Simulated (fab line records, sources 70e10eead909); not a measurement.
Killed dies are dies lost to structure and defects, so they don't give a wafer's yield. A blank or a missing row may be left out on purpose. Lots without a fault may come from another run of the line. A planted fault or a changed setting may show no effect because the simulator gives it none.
fab line records | flow nand_harc
record lots=11 wafers=33 last_day=23
route steps=1159 shown P_M1@302 END@1159
lots that met no fault: from a run of the same line without faults
start_h: hours from the record's first day to the start of the lot's first wafer shown | wait_h: hours since the lot's step before | " the same as in the row above | L1.1+2: a row that stands for several wafers | - no value, or no start given | * or withheld: withheld | < > ~ a bound
route shown NAME@n: a module of which the file shows steps, and the number in the route of the first | usual: mean/standard deviation of fault-free wafers | same: alike in all rows | chamber/n: place in a boat | sites: the reading at each site | _std_site: their standard deviation | _edge_site: outer sites' mean less inner sites' | radius_mm: how far each site lies from the wafer's centre | mask NAME#n: copy n | behind: the tool/chamber that last shaped the wafer | hold: why the lot was held/for how many hours/how that ended | device: the transistor (n, p or np) that didn't switch | end of line: the same wafers' tests at the end of the route | a step without rows: its recipe alone | killed: dies lost to structure and defects at the first sort, not the wafer's yield | map: a wafer's dies, x killed, . not, _ none there
set.NAME: the setting as run; set.NAME@STEP: as run at that earlier step | model.NAME: the simulator's own value behind a step, which no gauge read
steps of the route over a sample of lots; a table a step, a row a wafer
services: from which hour (start_h, from the record's first day; less than 0 if before it) a tool's chamber was out of use, for how many hours, and why
## steps
# step NHARC_P_M1_STRIP_18
# recipe power_w=1000 n2_flow_sccm=150 h2_flow_sccm=150 ar_flow_sccm=0 bias_w=0 chemistry=N2/H2
# usual drypump_motor_current_A=5.8/0.46 h2_flow_sccm=150.0/0.48 oes_product_au=0.998/0.011 rf_vpp_V=91.0/1 showerhead_plenum_p_Torr=2.12/0.092 throttle_valve_pct=14.172/0.0084
# columns lot.wafer tool chamber start_h wait_h drypump_motor_current_A h2_flow_sccm oes_product_au rf_hours_counter_h rf_vpp_V showerhead_plenum_p_Torr throttle_valve_pct
L680.1 rie_diel-06 0 114.05 0.1 6.6 150.1 1.011 1 89.3 1.93 14.175
L680.4 " 2 " " 6.2 149.8 1.002 1 91.7 2.16 14.168
L680.3 " 3 " " 6.1 149.9 0.983 1 92.1 2.20 14.172
L681.1 rie_diel-06 3 129.94 0.1 6.2 149.6 0.982 1 91.6 2.20 14.163
L681.4 " 0 " " 6.6 150.1 1.009 1 91.2 1.93 14.176
L681.5 " 1 " " 5.4 150.5 1.006 - 91.4 2.18 14.166
L684.1 rie_diel-12 0 143.89 0.1 5.5 149.4 0.984 7 89.9 2.16 14.171
L684.5 " 2 " " 5.8 149.9 0.994 - 90.7 2.16 14.177
L684.6 " 3 " " 6.2 150.1 1.022 - 91.9 2.17 14.176
L685.3 rie_diel-12 2 152.63 0.1 5.8 149.6 1.005 8 90.5 2.16 14.167
L685.1 " 3 " " 6.2 150.5 1.011 8 89.9 2.17 14.168
L685.2 " 1 " " 5.3 150.1 1.010 8 88.5 1.90 14.164
L687.2 rie_diel-06 3 169.86 0.1 6.1 149.9 0.982 2 90.7 2.20 14.166
L687.6 " 0 " " 6.7 149.5 1.002 - 91.1 1.93 14.159
L687.5 " 1 " " 5.4 149.6 0.993 - 91.7 2.18 14.175
L688.4 rie_diel-06 1 170.27 0.1 5.4 149.9 0.995 2 91.3 2.18 14.172
L688.1 " 3 " " 6.1 150.9 0.992 2 91.7 2.20 14.179
L688.6 " 2 " " 6.2 150.2 0.995 - 90.6 2.16 14.168
L689.3 rie_diel-12 0 180.39 0.1 5.5 150.2 1.002 10 91.1 2.16 14.164
L689.1 " 2 " " 5.8 149.7 1.002 10 90.8 2.16 14.167
L689.6 " 3 " " 6.2 149.5 0.994 - 91.6 2.17 14.158
L690.2 rie_diel-09 3 183.28 0.1 5.6 150.5 1.001 8 92.5 2.19 14.170
L690.3 " 0 " " 5.3 149.8 1.011 8 89.9 2.14 14.179
L690.4 " 1 " " 5.9 149.8 1.004 7 90.4 2.08 14.163
L692.4 rie_diel-09 2 195.38 0.1 5.0 149.0 0.988 9 89.8 2.09 14.174
L692.3 " 3 " " 5.5 149.8 1.009 9 91.4 2.19 14.182
L692.5 " 1 " " 5.9 150.8 0.980 - 91.9 2.08 14.167
L695.1 rie_diel-06 3 216.60 0.1 6.2 149.6 0.992 4 90.2 2.20 14.175
L695.5 " 3 " " 6.1 149.9 0.987 - 91.8 2.20 14.169
L695.6 " 0 " " 6.7 151.0 1.011 - 89.5 1.93 14.164
L700.4 rie_diel-09 3 230.28 0.1 5.5 150.8 1.008 12 90.7 2.19 14.178
L700.1 " 0 " " 5.3 149.2 1.002 11 90.1 2.14 14.179
L700.6 " 3 " " 5.5 150.0 0.991 - 92.6 2.19 14.169
# step NHARC_P_M1_DEGAS_29
# recipe temp_c=250 time_s=60
# usual heater_power_w=336/20
# columns lot.wafer tool chamber start_h wait_h heater_power_w
L680.3 pvd_sputter-02 - 114.70 - 373
L680.4 " - " " 329
L680.1 " - " " 323
L681.1 pvd_sputter-03 - 130.54 - 345
L681.4 " - " " 320
L681.5 " - " " 313
L684.1 pvd_sputter-01 - 144.62 - 349
L684.6 " - " " 307
L684.5 " - " " 364
L685.2 pvd_sputter-01 - 153.27 - 352
L685.3 " - " " 365
L685.1 " - " " 366
L687.2 pvd_sputter-03 - 170.42 - 327
L687.5 " - " " 329
L687.6 " - " " 323
L688.1 pvd_sputter-03 - 170.91 - 318
L688.4 " - " " 332
L688.6 " - " " 347
L689.3 pvd_sputter-02 - 181.00 - 335
L689.1 " - " " 361
L689.6 " - " " 349
L690.3 pvd_sputter-03 - 183.90 - 341
L690.2 " - " " 317
L690.4 " - " " 331
L692.3 pvd_sputter-03 - 196.01 - 319
L692.4 " - " " 344
L692.5 " - " " 319
L695.1 pvd_sputter-03 - 217.37 - 326
L695.6 " - " " 316
L695.5 " - " " 327
L700.4 pvd_sputter-02 - 230.91 - 317
L700.1 " - " " 350
L700.6 " - " " 330
# step NHARC_P_M1_PVD_21
# recipe target_thk_a=300 chamber_pressure_pa=5 power_w=5000 substrate_temp_c=30 time_s=20.49 material=Cu
# usual substrate_temp_c=29.99/0.1 throttle_valve_pct=30.2/0.43
# columns lot.wafer tool chamber start_h wait_h substrate_temp_c throttle_valve_pct
L680.1 pvd_sputter-02 - - - 30.06 29.9
L680.4 " - " " 30.04 29.9
L680.3 " - " " 30.08 30.3
L681.1 pvd_sputter-03 - - - 29.91 29.9
L681.4 " - " " 29.98 30.0
L681.5 " - " " 30.00 30.6
L684.1 pvd_sputter-01 - - - 29.94 30.2
L684.5 " - " " 29.89 30.4
L684.6 " - " " 30.01 30.6
L685.2 pvd_sputter-01 - - - 29.98 30.3
L685.1 " - " " 29.85 30.8
L685.3 " - " " 30.08 30.5
L687.2 pvd_sputter-03 - - - 29.89 30.5
L687.5 " - " " 30.00 29.7
L687.6 " - " " 29.96 30.8
L688.4 pvd_sputter-03 - - - 30.00 29.6
L688.1 " - " " 29.77 30.4
L688.6 " - " " 30.01 29.8
L689.3 pvd_sputter-02 - - - 30.01 29.9
L689.1 " - " " 29.99 29.3
L689.6 " - " " 29.98 30.1
L690.3 pvd_sputter-03 - - - 30.15 30.0
L690.4 " - " " 30.16 30.7
L690.2 " - " " 30.03 30.1
L692.4 pvd_sputter-03 - - - 30.08 30.5
L692.3 " - " " 30.07 29.8
L692.5 " - " " 30.06 30.5
L695.1 pvd_sputter-03 - - - 29.91 29.9
L695.6 " - " " 30.01 29.6
L695.5 " - " " 30.00 30.4
L700.1 pvd_sputter-02 - - - 29.93 30.6
L700.4 " - " " 30.01 29.5
L700.6 " - " " 30.05 30.4
# step NHARC_P_M1_CMP_23
# recipe t_overpolish_s=20 target_thk_nm=157.82
# usual edge_zone_pressure_frac=0.999/0.0048 motor_current_A=11.2/0.89 retaining_ring_pressure_frac=1.000/0.005 time_to_endpoint_s=29.3/2.6
# columns lot.wafer tool chamber start_h wait_h edge_zone_pressure_frac motor_current_A retaining_ring_pressure_frac time_to_endpoint_s
L680.4 cmp-03 2 116.47 - 1.000 10.5 0.992 28.7
L680.1 " 3 " " 1.000 10.9 0.992 31.0
L680.3 " 0 " " 1.010 12.5 0.992 27.0
L681.1 cmp-04 2 131.97 - 1.002 10.9 0.996 27.7
L681.4 " 0 " " 0.994 11.4 1.005 31.5
L681.5 " 1 " " 0.997 10.0 1.002 26.0
L684.1 cmp-04 0 145.71 - 1.010 12.8 1.002 34.6
L684.6 " 0 " " 0.996 11.7 1.001 32.9
L684.5 " 1 " " 1.000 10.4 1.002 29.9
L685.2 cmp-01 1 154.50 - 0.998 10.3 0.998 27.7
L685.3 " 3 " " 0.991 13.3 1.003 31.1
L685.1 " 0 " " 0.998 11.7 0.998 28.5
L687.2 cmp-04 2 171.59 - 0.990 11.2 1.007 31.9
L687.5 " 3 " " 0.995 9.9 1.001 28.3
L687.6 " 0 " " 0.996 11.7 0.999 32.2
L688.1 cmp-03 3 172.13 - 1.003 11.4 0.996 29.4
L688.4 " 1 " " 0.999 12.4 0.995 28.3
L688.6 " 3 " " 1.001 10.9 0.998 27.9
L689.1 cmp-03 1 182.07 - 1.009 11.9 0.999 31.2
L689.3 " 2 " " 1.004 10.9 0.998 29.0
L689.6 " 2 " " 1.003 10.6 0.993 27.8
L690.3 cmp-04 3 184.98 - 1.002 10.3 0.997 28.6
L690.4 " 1 " " 1.004 9.9 0.992 28.0
L690.2 " 2 " " 0.995 11.1 0.996 26.0
L692.4 cmp-01 0 197.12 - 0.998 11.4 0.997 26.9
L692.3 " 1 " " 1.000 11.1 0.996 26.3
L692.5 " 3 " " 1.002 13.4 1.000 28.6
L695.1 cmp-03 1 218.56 - 1.000 12.3 1.005 25.8
L695.6 " 2 " " 1.001 11.6 0.998 27.3
L695.5 " 3 " " 0.996 11.6 1.002 29.9
L700.1 cmp-04 2 232.16 - 1.001 10.6 0.993 31.6
L700.4 " 0 " " 0.994 11.5 1.000 37.5
L700.6 " 2 " " 0.994 11.5 1.003 32.1
# step NHARC_P_M1_INSPECT_27
# usual raw_defect_count=325/130
# columns lot.wafer tool chamber start_h wait_h raw_defect_count
L680.1 defect_inspect-02 - 116.95 0.0 464
L680.3 " - " " 429
L680.4 " - " " 334
L681.1 defect_inspect-01 - 132.43 0.0 282
L681.4 " - " " 228
L681.5 " - " " 235
L684.1 defect_inspect-01 - 146.19 0.0 327
L684.5 " - " " 250
L684.6 " - " " 384
L685.1 defect_inspect-01 - 154.97 0.0 597
L685.2 " - " " 444
L685.3 " - " " 317
L687.2 defect_inspect-01 - 171.99 0.0 290
L687.5 " - " " 342
L687.6 " - " " 426
L688.1 defect_inspect-02 - 172.61 0.0 242
L688.4 " - " " 347
L688.6 " - " " 197
L689.1 defect_inspect-02 - 182.54 0.0 499
L689.3 " - " " 393
L689.6 " - " " 455
L690.2 defect_inspect-01 - 185.46 0.0 191
L690.3 " - " " 410
L690.4 " - " " 260
L692.3 defect_inspect-02 - 197.59 0.0 592
L692.4 " - " " 356
L692.5 " - " " 321
L695.1 defect_inspect-01 - 218.95 0.0 187
L695.5 " - " " 201
L695.6 " - " " 232
L700.1 defect_inspect-02 - 232.61 0.0 267
L700.4 " - " " 2213
L700.6 " - " " 191
# step NHARC_END_SORT_01
# recipe temp_c=25
# usual defect_limited_yield=95.6/1.4 killed_at_array=25/9.2 killed_at_other=0.8/1.2 killed_at_periphery=3.9/2.6 killed_dies=30/9.7 killed_open=3.4/1.9 killed_short=2.0/1.4 sort_bin_2_pct=1.4/0.62 sort_bin_3_pct=0.24/0.2 sort_bin_4_pct=2.8/0.92 sort_n_pass=647/9.7 sort_rim_yield_pct=94/3.3 sort_yield_pct=95.6/1.4
# same gross_dies=677 sort_bin_5_pct[%]=0 sort_bin_6_pct[%]=0 sort_bin_7_pct[%]=0 sort_bin_8_pct[%]=0 sort_rim_n_gross=106.00
# columns lot.wafer tool chamber start_h wait_h defect_limited_yield[%] killed_at_array killed_at_other killed_at_periphery killed_dies killed_open killed_short sort_bin_2_pct[%] sort_bin_3_pct[%] sort_bin_4_pct[%] sort_n_pass sort_rim_yield_pct[%] sort_yield_pct[%]
L681.1 prober-02 0 451.39 2.5 97.3 14 0 4 18 1 0 0.7 0 1.9 659 97 97.3
L681.4 prober-02 0 453.81 3.4 96.8 19 0 3 22 2 3 1.0 0.30 1.9 655 93 96.8
L681.5 prober-02 0 454.61 3.7 97.9 11 0 3 14 1 0 0.6 0 1.5 663 95 97.9
L680.1 prober-01 0 459.25 2.5 96.0 20 0 7 27 1 0 0.9 0.30 2.8 650 88 96.0
L680.3 prober-01 0 460.84 3.1 97.3 15 0 3 18 2 1 0.6 0.15 1.9 659 93 97.3
L680.4 prober-01 0 461.64 3.4 95.9 21 0 7 28 4 4 0.6 0.30 3.2 649 92 95.9
L685.1 prober-01 0 467.02 2.5 96.9 20 0 1 21 3 3 0.4 0.44 2.2 656 92 96.9
L685.2 prober-01 0 467.82 2.8 97.5 12 0 5 17 4 2 0.4 0.15 1.9 660 96 97.5
L685.3 prober-01 0 468.61 3.1 96.2 24 0 2 26 3 1 1.3 0.15 2.4 651 91 96.2
L684.1 prober-02 0 475.65 2.5 95.3 27 0 5 32 2 3 1.6 0.30 2.8 645 92 95.3
L684.5 prober-02 0 478.90 3.7 93.9 35 0 6 41 7 1 1.6 0.89 3.5 636 86 93.9
L684.6 prober-02 0 479.71 4.1 93.2 38 0 8 46 4 1 1.9 0.15 4.7 631 92 93.2
L688.1 prober-01 0 483.29 2.6 95.0 29 0 5 34 1 5 1.6 0.44 3.0 643 92 95.0
L688.4 prober-01 0 485.70 3.4 94.4 32 0 6 38 5 3 1.6 0.44 3.5 639 94 94.4
L688.6 prober-01 0 487.30 4.0 93.5 38 0 6 44 6 5 1.8 0 4.7 633 89 93.5
L687.2 prober-02 0 484.31 2.8 95.3 29 2 1 32 4 1 1.0 0.44 3.2 645 96 95.3
L687.5 prober-02 0 486.70 3.7 94.8 30 0 5 35 5 4 2.2 0.44 2.5 642 96 94.8
L687.6 prober-02 0 487.50 4.0 96.3 24 0 1 25 2 2 1.0 0.44 2.2 652 95 96.3
L689.1 prober-01 0 499.06 2.5 95.9 23 1 4 28 3 0 0.9 0.44 2.8 649 99 95.9
L689.3 prober-01 0 500.66 3.1 95.0 26 0 8 34 9 2 2.4 0 2.7 643 97 95.0
L689.6 prober-01 0 503.04 4.0 95.9 24 0 4 28 3 3 1.5 0.15 2.5 649 95 95.9
L690.2 prober-02 0 499.83 2.8 95.4 28 1 2 31 1 1 1.3 0.44 2.8 646 91 95.4
L690.3 prober-02 0 500.63 3.1 95.9 25 1 2 28 3 4 1.3 0.44 2.4 649 94 95.9
L690.4 prober-02 0 501.43 3.4 93.2 40 0 6 46 6 3 2.1 0.30 4.4 631 92 93.2
L692.3 prober-01 0 516.79 3.1 96.0 24 0 3 27 5 1 1.3 0.30 2.4 650 92 96.0
L692.4 prober-01 0 517.59 3.4 95.6 24 0 6 30 2 2 1.8 0.30 2.4 647 94 95.6
L692.5 prober-01 0 518.40 3.7 95.7 21 1 7 29 3 3 1.3 0.30 2.7 648 93 95.7
L695.1 prober-02 0 536.14 2.5 94.4 32 2 4 38 5 2 2.4 0.15 3.1 639 88 94.4
L695.5 prober-02 0 539.32 3.7 95.4 24 3 4 31 2 1 2.2 0 2.4 646 89 95.4
L695.6 prober-02 0 540.11 4.0 93.1 46 0 1 47 5 1 2.1 0.59 4.3 630 95 93.1
L700.1 prober-02 0 551.72 2.5 94.5 32 0 5 37 3 1 2.4 0.30 2.8 640 92 94.5
L700.4 prober-02 0 554.09 3.4 0 33 1 643 677 3 4 2.1 94.83 3.1 0 0 0
L700.6 prober-02 0 555.68 4.0 94.2 33 0 6 39 4 2 1.9 0.30 3.5 638 96 94.2
# killed by level:class
L681.1 P_STI:chamber_film_flake=4 A_CHANNEL_HOLE_D1:chamber_film_flake=4 A_STAIRCASE:chamber_film_flake=3 A_SLIT:chamber_film_flake=3 A_M0:geometric_particle:open=1 A_ZERO_WELL:chamber_film_flake=1 A_WL_FILL:chamber_film_flake=1 A_CONTACT:chamber_film_flake=1
L681.4 A_SLIT:chamber_film_flake=6 A_STAIRCASE:chamber_film_flake=3 A_CONTACT:chamber_film_flake=3 P_GATE:chamber_film_flake=2 A_WL_FILL:chamber_film_flake=2 P_M1:geometric_particle:open=1 A_CHANNEL_HOLE_D1:geometric_particle:short=1 A_CONTACT:geometric_particle:short=1
L681.5 A_SLIT:chamber_film_flake=4 A_STAIRCASE:chamber_film_flake=2 A_CONTACT:chamber_film_flake=2 A_ONON_D1:geometric_particle:open=1 P_STI:chamber_film_flake=1 P_GATE:chamber_film_flake=1 P_BONDPAD:chamber_film_flake=1 A_CHANNEL_HOLE_D1:chamber_film_flake=1
L680.1 A_SLIT:chamber_film_flake=10 A_STAIRCASE:chamber_film_flake=3 A_BONDPAD:chamber_film_flake=3 P_STI:chamber_film_flake=2 P_BONDPAD:chamber_film_flake=2 A_CHANNEL_HOLE_D1:chamber_film_flake=2 P_STI:geometric_particle:open=1 P_ZERO_WELL:chamber_film_flake=1
L680.3 A_SLIT:chamber_film_flake=8 P_STI:chamber_film_flake=2 A_CHANNEL_FILL_D1:geometric_particle:open=1 A_CONTACT:geometric_particle:short=1 A_M0:geometric_particle:open=1 P_ZERO_WELL:chamber_film_flake=1 A_CHANNEL_HOLE_D1:chamber_film_flake=1 A_STAIRCASE:chamber_film_flake=1
L680.4 A_SLIT:chamber_film_flake=8 P_STI:chamber_film_flake=5 A_ONON_D1:geometric_particle:short=2 A_WL_FILL:geometric_particle:short=2 A_CONTACT:geometric_particle:open=2 P_ZERO_WELL:chamber_film_flake=2 A_STAIRCASE:chamber_film_flake=2 A_BONDPAD:chamber_film_flake=2
L685.1 A_SLIT:chamber_film_flake=6 A_STAIRCASE:chamber_film_flake=3 A_CONTACT:chamber_film_flake=3 A_WL_FILL:geometric_particle:short=2 P_GATE:geometric_particle:open=1 A_ONON_D1:geometric_particle:open=1 A_SGD_CUT:geometric_particle:open=1 A_M0:geometric_particle:short=1
L685.2 P_STI:chamber_film_flake=3 A_SLIT:chamber_film_flake=3 A_STAIRCASE:chamber_film_flake=2 P_GATE:geometric_particle:open=1 P_M0:geometric_particle:open=1 A_SOURCE_PLATE:geometric_particle:open=1 A_ONON_D1:geometric_particle:short=1 A_WL_FILL:geometric_particle:short=1
L685.3 A_SLIT:chamber_film_flake=12 A_STAIRCASE:chamber_film_flake=7 P_M0:geometric_particle:open=1 A_ONON_D1:geometric_particle:open=1 A_CHANNEL_FILL_D1:geometric_particle:open=1 A_WL_FILL:geometric_particle:short=1 P_STI:chamber_film_flake=1 A_CHANNEL_HOLE_D1:chamber_film_flake=1
L684.1 A_CHANNEL_HOLE_D1:chamber_film_flake=8 A_SLIT:chamber_film_flake=7 A_STAIRCASE:chamber_film_flake=5 P_M2:chamber_film_flake=3 A_CONTACT:chamber_film_flake=2 A_ONON_D1:geometric_particle:open=1 A_ONON_D1:geometric_particle:short=1 A_CHANNEL_FILL_D1:geometric_particle:short=1
L684.5 A_SLIT:chamber_film_flake=11 A_CHANNEL_HOLE_D1:chamber_film_flake=9 A_STAIRCASE:chamber_film_flake=6 A_CONTACT:geometric_particle:open=2 A_BLC:geometric_particle:open=2 P_STI:chamber_film_flake=2 P_M2:chamber_film_flake=2 P_CONTACT:geometric_particle:open=1
L684.6 A_CHANNEL_HOLE_D1:chamber_film_flake=16 A_SLIT:chamber_film_flake=10 P_M2:chamber_film_flake=4 A_STAIRCASE:chamber_film_flake=4 A_M0:geometric_particle:open=3 P_STI:chamber_film_flake=2 P_GATE:chamber_film_flake=2 A_CONTACT:chamber_film_flake=2
L688.1 A_SLIT:chamber_film_flake=9 A_STAIRCASE:chamber_film_flake=5 A_SGD_CUT:chamber_film_flake=5 P_STI:chamber_film_flake=4 A_CONTACT:chamber_film_flake=3 A_CHANNEL_HOLE_D1:chamber_film_flake=2 P_M0:geometric_particle:open=1 A_SOURCE_PLATE:geometric_particle:short=1
L687.2 A_CHANNEL_HOLE_D1:chamber_film_flake=12 A_STAIRCASE:chamber_film_flake=5 A_CONTACT:chamber_film_flake=3 A_WL_FILL:geometric_particle:open=2 THIN_TSV:chamber_film_flake=2 A_ONON_D1:geometric_particle:open=1 A_WL_FILL:geometric_particle:short=1 A_CONTACT:geometric_particle:open=1
L688.4 A_SLIT:chamber_film_flake=12 A_STAIRCASE:chamber_film_flake=8 P_STI:chamber_film_flake=3 A_SGD_CUT:chamber_film_flake=3 P_M0:geometric_particle:open=2 A_CHANNEL_HOLE_D1:chamber_film_flake=2 A_CHANNEL_FILL_D1:geometric_particle:short=1 A_WL_FILL:geometric_particle:open=1
L687.5 A_CHANNEL_HOLE_D1:chamber_film_flake=17 A_STAIRCASE:chamber_film_flake=3 A_CHANNEL_FILL_D1:geometric_particle:short=2 A_WL_FILL:geometric_particle:open=2 P_GATE:chamber_film_flake=2 P_CONTACT:geometric_particle:short=1 P_M1:geometric_particle:open=1 A_SOURCE_PLATE:geometric_particle:open=1
L688.6 A_SLIT:chamber_film_flake=15 A_STAIRCASE:chamber_film_flake=5 A_SGD_CUT:chamber_film_flake=5 A_CHANNEL_HOLE_D1:chamber_film_flake=4 A_CONTACT:geometric_particle:open=3 P_STI:chamber_film_flake=2 A_CONTACT:chamber_film_flake=2 P_ZERO_WELL:geometric_particle:short=1
L687.6 A_CHANNEL_HOLE_D1:chamber_film_flake=9 A_STAIRCASE:chamber_film_flake=5 A_CONTACT:chamber_film_flake=3 A_WL_FILL:chamber_film_flake=2 A_ONON_D1:geometric_particle:open=1 A_CHANNEL_FILL_D1:geometric_particle:short=1 A_M0:geometric_particle:open=1 A_M0:geometric_particle:short=1
L689.1 A_CHANNEL_HOLE_D1:chamber_film_flake=17 P_STI:chamber_film_flake=2 P_M0:chamber_film_flake=2 A_STAIRCASE:chamber_film_flake=2 A_CHANNEL_FILL_D1:geometric_particle:open=1 A_M0:geometric_particle:open=1 STARTING-WAFER:geometric_particle:open=1 A_ZERO_WELL:chamber_film_flake=1
L690.2 A_SLIT:chamber_film_flake=11 A_STAIRCASE:chamber_film_flake=6 A_CONTACT:chamber_film_flake=4 A_CHANNEL_HOLE_D1:chamber_film_flake=3 A_WL_FILL:chamber_film_flake=3 P_M0:geometric_particle:open=1 A_WL_FILL:geometric_particle:short=1 P_STI:chamber_film_flake=1
L690.3 A_SLIT:chamber_film_flake=7 A_STAIRCASE:chamber_film_flake=6 A_CONTACT:chamber_film_flake=4 A_CHANNEL_HOLE_D1:chamber_film_flake=3 A_WL_FILL:geometric_particle:open=2 P_GATE:geometric_particle:short=1 P_GATE:geometric_particle:open=1 A_ONON_D1:geometric_particle:short=1
L689.3 A_CHANNEL_HOLE_D1:chamber_film_flake=13 P_CONTACT:geometric_particle:open=3 A_STAIRCASE:chamber_film_flake=3 A_CONTACT:chamber_film_flake=3 A_BLC:geometric_particle:open=2 P_M0:geometric_particle:open=1 P_M1:geometric_particle:open=1 A_SGD_CUT:geometric_particle:short=1
L690.4 A_STAIRCASE:chamber_film_flake=14 A_SLIT:chamber_film_flake=10 A_CONTACT:chamber_film_flake=5 A_WL_FILL:geometric_particle:open=2 P_STI:chamber_film_flake=2 P_M0:chamber_film_flake=2 A_WL_FILL:chamber_film_flake=2 P_M1:geometric_particle:short=1
L689.6 A_CHANNEL_HOLE_D1:chamber_film_flake=10 A_STAIRCASE:chamber_film_flake=4 A_CONTACT:chamber_film_flake=4 P_M0:chamber_film_flake=3 A_WL_FILL:geometric_particle:short=2 P_CONTACT:geometric_particle:open=1 A_ONON_D1:geometric_particle:short=1 A_WL_FILL:geometric_particle:open=1
L692.3 A_SLIT:chamber_film_flake=14 A_CONTACT:geometric_particle:open=3 A_CONTACT:chamber_film_flake=3 P_M0:geometric_particle:open=2 A_CHANNEL_HOLE_D1:chamber_film_flake=2 A_M1:geometric_particle:short=1 P_GATE:chamber_film_flake=1 A_WL_FILL:chamber_film_flake=1
L692.4 A_SLIT:chamber_film_flake=11 A_CHANNEL_HOLE_D1:chamber_film_flake=4 A_CONTACT:chamber_film_flake=4 A_STAIRCASE:chamber_film_flake=3 P_ZERO_WELL:chamber_film_flake=2 P_GATE:chamber_film_flake=2 P_STI:geometric_particle:short=1 P_CONTACT:geometric_particle:open=1
L692.5 A_CONTACT:chamber_film_flake=7 A_CHANNEL_HOLE_D1:chamber_film_flake=5 A_SLIT:chamber_film_flake=5 P_ZERO_WELL:chamber_film_flake=2 P_GATE:chamber_film_flake=2 A_STAIRCASE:chamber_film_flake=2 P_GATE:geometric_particle:open=1 P_CONTACT:geometric_particle:open=1
L695.1 A_SLIT:chamber_film_flake=12 A_CHANNEL_HOLE_D1:chamber_film_flake=11 THIN_TSV:chamber_film_flake=2 P_CONTACT:geometric_particle:open=1 A_SOURCE_PLATE:geometric_particle:open=1 A_ONON_D1:geometric_particle:short=1 A_CHANNEL_HOLE_D1:geometric_particle:short=1 A_WL_FILL:geometric_particle:open=1
L695.5 A_CHANNEL_HOLE_D1:chamber_film_flake=15 A_SLIT:chamber_film_flake=6 P_M1:chamber_film_flake=3 THIN_TSV:chamber_film_flake=3 P_CONTACT:geometric_particle:open=1 A_SOURCE_PLATE:geometric_particle:open=1 A_CHANNEL_HOLE_D1:geometric_particle:short=1 A_CHANNEL_FILL_D1:chamber_film_flake=1
L695.6 A_CHANNEL_HOLE_D1:chamber_film_flake=24 A_SLIT:chamber_film_flake=13 A_CONTACT:geometric_particle:open=2 A_STAIRCASE:chamber_film_flake=2 P_CONTACT:geometric_particle:open=1 A_WL_FILL:geometric_particle:short=1 A_WL_FILL:geometric_particle:open=1 A_M1:geometric_particle:open=1
L700.1 A_CHANNEL_HOLE_D1:chamber_film_flake=13 A_SLIT:chamber_film_flake=9 A_CONTACT:chamber_film_flake=6 P_M0:chamber_film_flake=3 P_GATE:geometric_particle:open=1 A_CHANNEL_FILL_D1:geometric_particle:open=1 A_CONTACT:geometric_particle:open=1 A_CONTACT:geometric_particle:short=1
L700.4 P_M1:area_cmp=638 A_SLIT:chamber_film_flake=11 A_CHANNEL_HOLE_D1:chamber_film_flake=10 A_CHANNEL_FILL_D1:chamber_film_flake=3 A_CONTACT:chamber_film_flake=3 P_M0:chamber_film_flake=2 P_CONTACT:geometric_particle:short=1 P_CONTACT:geometric_particle:open=1
L700.6 A_CHANNEL_HOLE_D1:chamber_film_flake=15 A_SLIT:chamber_film_flake=10 A_CONTACT:geometric_particle:open=2 P_ZERO_WELL:chamber_film_flake=2 P_M0:chamber_film_flake=2 A_CONTACT:chamber_film_flake=2 P_CONTACT:geometric_particle:open=1 P_M0:geometric_particle:open=1
## services
# columns tool chamber start_h hours kind
rie_diel-06 0 97.74 - clean
rie_diel-06 1 97.74 - clean
rie_diel-06 2 97.74 - clean
pvd_sputter-03 - 102.05 10.0 pm
rie_diel-06 0 102.86 4.1 repair
cmp-01 - 103.10 2.1 repair
cmp-04 - 105.08 4.0 pm
rie_diel-09 1 105.86 5.1 repair
rie_diel-09 2 114.18 5.9 repair
cmp-01 - 125.61 3.0 repair
rie_diel-12 1 138.81 7.5 repair
cmp-03 - 156.00 4.0 pm
pvd_sputter-01 - 158.00 10.0 pm
rie_diel-06 0 160.36 2.6 repair
cmp-01 - 169.17 1.0 repair
cmp-03 - 177.76 0.9 repair
cmp-01 - 181.72 4.0 pm
rie_diel-09 2 199.93 2.5 repair
rie_diel-12 - 202.40 9.0 pm
cmp-04 - 203.08 4.0 pm
cmp-03 - 210.26 1.8 repair
cmp-01 - 211.94 1.6 repair
pvd_sputter-02 - 214.04 10.0 pm
rie_diel-06 0 227.51 4.4 repair
## key
first_sign step=NHARC_P_M1_INSPECT_27 reading=raw_defect_count direction=up sigmas=15 usual=325 struck=2213
effect step=NHARC_END_SORT_01 reading=sort_bin_3_pct direction=up sigmas=99+ usual=0.24 struck=94.83
more_kills_born_at NHARC_P_M1_CMP_23@cmp-04=638
met_at NHARC_P_M1_CMP_23
struck_lots L700
struck_wafers L700.4
later_rows_left_out L700.4
not_acting_at NHARC_P_M1_STRIP_18,NHARC_P_M1_DEGAS_29,NHARC_P_M1_PVD_21
onset_between 171.59 232.16
fault kind=process_parameter_drift tool=cmp-04 chamber=0 onset_h=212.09 steps=NHARC_P_M1_CMP_23 channel=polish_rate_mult offset=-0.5 shape=step end_h=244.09
# later_rows_left_out: the simulator's readings of these wafers behind a module that went badly wrong aren't trusted and aren't shown, but for the sort
